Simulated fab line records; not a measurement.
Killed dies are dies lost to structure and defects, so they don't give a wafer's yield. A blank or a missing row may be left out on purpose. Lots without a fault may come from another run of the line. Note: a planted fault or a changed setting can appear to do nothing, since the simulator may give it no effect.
Which of the tools did it? / flow nand_harc / 11 lots, 33 wafers sampled, at 3 steps of a route of 1302

## WHAT THE GAUGES SHOWED, per wafer
NHARC_A_ONON_D2_THK_MEAS_02: measures by ellipsometry. Usual: 998 nm for thk_nm, sd 13.
lot=L494; measured=day 11 23:50; on=film_metro-01; thk_nm (nm)=992 993 994; flag=
lot=L495; measured=day 12 20:44; on=film_metro-02; thk_nm (nm)=1014 1013 1013; flag=
lot=L503; measured=day 15 21:54; on=film_metro-01; thk_nm (nm)=993 995 996; flag=
lot=L505; measured=day 16 19:47; on=film_metro-01; thk_nm (nm)=986 985 986; flag=
lot=L511; measured=day 19 02:18; on=film_metro-02; thk_nm (nm)=1011 1011 1010; flag=
lot=L510; measured=day 19 02:20; on=film_metro-01; thk_nm (nm)=1006 1009 1008; flag=
lot=L512; measured=day 19 19:04; on=film_metro-01; thk_nm (nm)=1000 1001 1001; flag=
lot=L513; measured=day 20 07:39; on=film_metro-01; thk_nm (nm)=984 985 985; flag=
lot=L514; measured=day 20 15:56; on=film_metro-02; thk_nm (nm)=1009 1010 1009; flag=
lot=L515; measured=day 21 00:35; on=film_metro-01; thk_nm (nm)=1002 1001 1002; flag=
lot=L517; measured=day 22 00:20; on=film_metro-02; thk_nm (nm)=1008 1009 1008; flag=

NHARC_A_ONON_D2_THK_MEAS_34: measures by ellipsometry. Usual: 200 nm for thk_nm, sd 3.3.
lot=L494; measured=day 12 12:25; on=film_metro-02; thk_nm (nm)=205 204 202; flag=
lot=L495; measured=day 13 09:27; on=film_metro-01; thk_nm (nm)=201 197 201; flag=
lot=L503; measured=day 16 12:26; on=film_metro-01; thk_nm (nm)=215 197 194; flag=
lot=L505; measured=day 17 08:25; on=film_metro-01; thk_nm (nm)=218 196 201; flag=
lot=L511; measured=day 19 15:02; on=film_metro-01; thk_nm (nm)=203 205 203; flag=
lot=L510; measured=day 19 15:03; on=film_metro-02; thk_nm (nm)=197 199 201; flag=
lot=L512; measured=day 20 08:10; on=film_metro-02; thk_nm (nm)=198 202 202; flag=
lot=L513; measured=day 20 20:22; on=film_metro-01; thk_nm (nm)=201 203 207; flag=
lot=L514; measured=day 21 04:20; on=film_metro-01; thk_nm (nm)=199 199 201; flag=
lot=L515; measured=day 21 13:20; on=film_metro-01; thk_nm (nm)=195 196 203; flag=
lot=L517; measured=day 22 13:46; on=film_metro-01; thk_nm (nm)=196 198 199; flag=

## TOOL THAT RAN EACH LOT (tool first, then ch and the chambers of the sampled wafers, then the start)
lot=L494; NHARC_A_ONON_D2_DEP_33=pecvd-01 ch 0,1, day 12 12:03
lot=L495; NHARC_A_ONON_D2_DEP_33=pecvd-04 ch 0,1,2, day 13 09:02
lot=L503; NHARC_A_ONON_D2_DEP_33=pecvd-04 ch 0,1,2, day 16 12:01
lot=L505; NHARC_A_ONON_D2_DEP_33=pecvd-04 ch 0,1,2, day 17 08:02
lot=L511; NHARC_A_ONON_D2_DEP_33=pecvd-01 ch 0,1,2, day 19 14:37
lot=L510; NHARC_A_ONON_D2_DEP_33=pecvd-02 ch 0,1,2, day 19 14:41
lot=L512; NHARC_A_ONON_D2_DEP_33=pecvd-04 ch 0,1,2, day 20 07:50
lot=L513; NHARC_A_ONON_D2_DEP_33=pecvd-01 ch 0,2, day 20 20:00
lot=L514; NHARC_A_ONON_D2_DEP_33=pecvd-04 ch 0,2, day 21 03:58
lot=L515; NHARC_A_ONON_D2_DEP_33=pecvd-04 ch 1,2, day 21 12:58
lot=L517; NHARC_A_ONON_D2_DEP_33=pecvd-01 ch 0,1,2, day 22 13:22
- NHARC_A_ONON_D2_DEP_33: deposits SiO2, target thk 200 nm.

## AS READ BY THE TOOLS THEMSELVES (means over the sampled wafers that have a number; for cases with no such wafer, the mark the record gives instead)
NHARC_A_ONON_D2_DEP_33. Usual: heater_power_outer_w 314 W, standard deviation 60; heater_power_w 568 W, standard deviation 81; rf_fwd_power_W 898.5 W, standard deviation 2.7; showerhead_vpp_V 1835 V, standard deviation 81; throttle_valve_pct 15.8 %, standard deviation 0.59.
lot=L494; tool=pecvd-01; heater_power_outer_w (W)=317; heater_power_w (W)=613; rf_fwd_power_W (W)=898.5; showerhead_vpp_V (V)=1867; throttle_valve_pct (%)=15.3; flag=
lot=L495; tool=pecvd-04; heater_power_outer_w (W)=318; heater_power_w (W)=569; rf_fwd_power_W (W)=897.0; showerhead_vpp_V (V)=1843; throttle_valve_pct (%)=16.2; flag=
lot=L503; tool=pecvd-04; heater_power_outer_w (W)=308; heater_power_w (W)=566; rf_fwd_power_W (W)=1022.0; showerhead_vpp_V (V)=1948; throttle_valve_pct (%)=16.4; flag=OFF
lot=L505; tool=pecvd-04; heater_power_outer_w (W)=302; heater_power_w (W)=554; rf_fwd_power_W (W)=1017.6; showerhead_vpp_V (V)=1977; throttle_valve_pct (%)=16.2; flag=OFF
lot=L511; tool=pecvd-01; heater_power_outer_w (W)=304; heater_power_w (W)=566; rf_fwd_power_W (W)=901.4; showerhead_vpp_V (V)=1820; throttle_valve_pct (%)=15.8; flag=
lot=L510; tool=pecvd-02; heater_power_outer_w (W)=296; heater_power_w (W)=520; rf_fwd_power_W (W)=898.2; showerhead_vpp_V (V)=1833; throttle_valve_pct (%)=15.7; flag=
lot=L512; tool=pecvd-04; heater_power_outer_w (W)=356; heater_power_w (W)=625; rf_fwd_power_W (W)=897.9; showerhead_vpp_V (V)=1846; throttle_valve_pct (%)=16.1; flag=
lot=L513; tool=pecvd-01; heater_power_outer_w (W)=301; heater_power_w (W)=536; rf_fwd_power_W (W)=897.7; showerhead_vpp_V (V)=1831; throttle_valve_pct (%)=16.3; flag=
lot=L514; tool=pecvd-04; heater_power_outer_w (W)=300; heater_power_w (W)=550; rf_fwd_power_W (W)=898.6; showerhead_vpp_V (V)=1816; throttle_valve_pct (%)=16.3; flag=
lot=L515; tool=pecvd-04; heater_power_outer_w (W)=327; heater_power_w (W)=597; rf_fwd_power_W (W)=895.4; showerhead_vpp_V (V)=1847; throttle_valve_pct (%)=16.5; flag=
lot=L517; tool=pecvd-01; heater_power_outer_w (W)=277; heater_power_w (W)=532; rf_fwd_power_W (W)=897.5; showerhead_vpp_V (V)=1832; throttle_valve_pct (%)=15.5; flag=

## THE ANSWER, worked out from the rows above alone
Rule: lot off if the mean of its wafers having a number is beyond 3 standard deviations from the usual mean. Also off: a lot with no number at a reading for which 4 or more lots have one. The other lots that the step has rows for count as sound. First the gauges in route order, then the tools' own readings, where a lot's mean is used as printed above. At the first step where some lot is off, the reading lying furthest off is the one used; lots without a number count as furthest.
Off: L503, L505, at NHARC_A_ONON_D2_DEP_33 (rf_fwd_power_W).
A tool fits if, at that step or a process step before it, it ran every lot that is off, and no sound lot after the first of them. None of those tried fits.

## WHAT THE SIMULATOR PUT IN
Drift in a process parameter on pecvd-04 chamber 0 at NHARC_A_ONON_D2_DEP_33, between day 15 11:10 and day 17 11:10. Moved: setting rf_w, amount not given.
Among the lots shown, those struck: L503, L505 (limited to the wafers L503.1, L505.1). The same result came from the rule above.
